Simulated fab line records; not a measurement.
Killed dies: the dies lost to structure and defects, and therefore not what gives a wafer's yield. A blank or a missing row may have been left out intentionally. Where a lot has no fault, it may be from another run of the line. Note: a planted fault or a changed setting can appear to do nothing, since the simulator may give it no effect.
Matching of chambers	flow n5_finfet	N5_BEOL_M4_PECVD_72 on pecvd-04 has 3 sister chambers
The step deposits SiO2 from TEOS/O2, target thk 16 nm, time 18 s. 22 wafers are shown with their chamber, then 11 later ones without.

== WAFERS PAIRED WITH THEIR CHAMBERS ==
wafer	chamber	throttle_valve_pct (%)	heater_power_w (W)	showerhead_plenum_p_Torr (Torr)
L074.3	2	20.7	785	8.84
L074.4	1	23.4	672	8.83
L074.5	0	22.1	767	8.82
L076.2	1	23.3	667	8.85
L076.3	2	21.1	755	8.83
L076.6	1	23.5	682	8.83
L078.1	1	23.4	652	8.82
L078.5	1	23.4	642	8.85
L078.6	2	21.0	708	8.84
L082.2	2	21.1	736	8.83
L082.3	0	22.2	890	8.82
L082.6	1	23.2	556	8.82
L083.1	0	22.4	818	8.82
L083.4	1	23.6	665	8.85
L083.5	2	21.2	749	8.83
L086.1	2	20.9	765	8.83
L086.3	0	22.4	853	8.82
L086.4	1	23.3	679	8.88
L088.1	0	22.3	851	8.80
L088.4	0	22.4	858	8.84
L088.5	2	21.2	793	8.83
L089.2	0	22.2	772	8.84

SIGNATURES, as means of the wafers listed above
reading	chamber 0	chamber 1	chamber 2	scatter within a chamber
throttle_valve_pct	22.286	23.387	21.029	0.144
heater_power_w	829.86	651.88	755.86	39.5
showerhead_plenum_p_Torr	8.8229	8.8413	8.8329	0.0148
Rule: a wafer's distance from a chamber is the root of the sum, over the readings, of the square of ((its reading less the chamber's mean) divided by the reading's scatter). The wafer belongs to the nearest chamber; if the next one is less than 2 further off, it can't be placed. The scatter is the square root of a quotient: the sum, over the shown wafers, of each reading's squared deviation from its chamber's mean, divided by wafers minus chambers.

== WAFERS WITH NO CHAMBER GIVEN ==
wafer	throttle_valve_pct (%)	heater_power_w (W)	showerhead_plenum_p_Torr (Torr)
L089.5	22.4	737	8.82
L089.6	23.4	644	8.84
L092.2	23.5	627	8.84
L092.4	22.2	743	8.82
L092.5	21.1	683	8.84
L097.1	21.4	773	8.83
L097.2	22.0	869	8.83
L097.3	23.4	600	8.83
L097.4	21.1	784	8.81
L097.5	23.4	611	8.81
L097.6	22.2	877	8.80

== WHICH CHAMBER EACH ONE RAN IN ==
wafer	from the rows above	in truth
L089.5	0	0
L089.6	1	1
L092.2	1	1
L092.4	0	0
L092.5	2	2
L097.1	2	2
L097.2	0	0
L097.3	1	1
L097.4	2	2
L097.5	1	1
L097.6	0	0
11 of 11 placed correctly. Not placeable from these rows: 0. 0 placed wrongly.
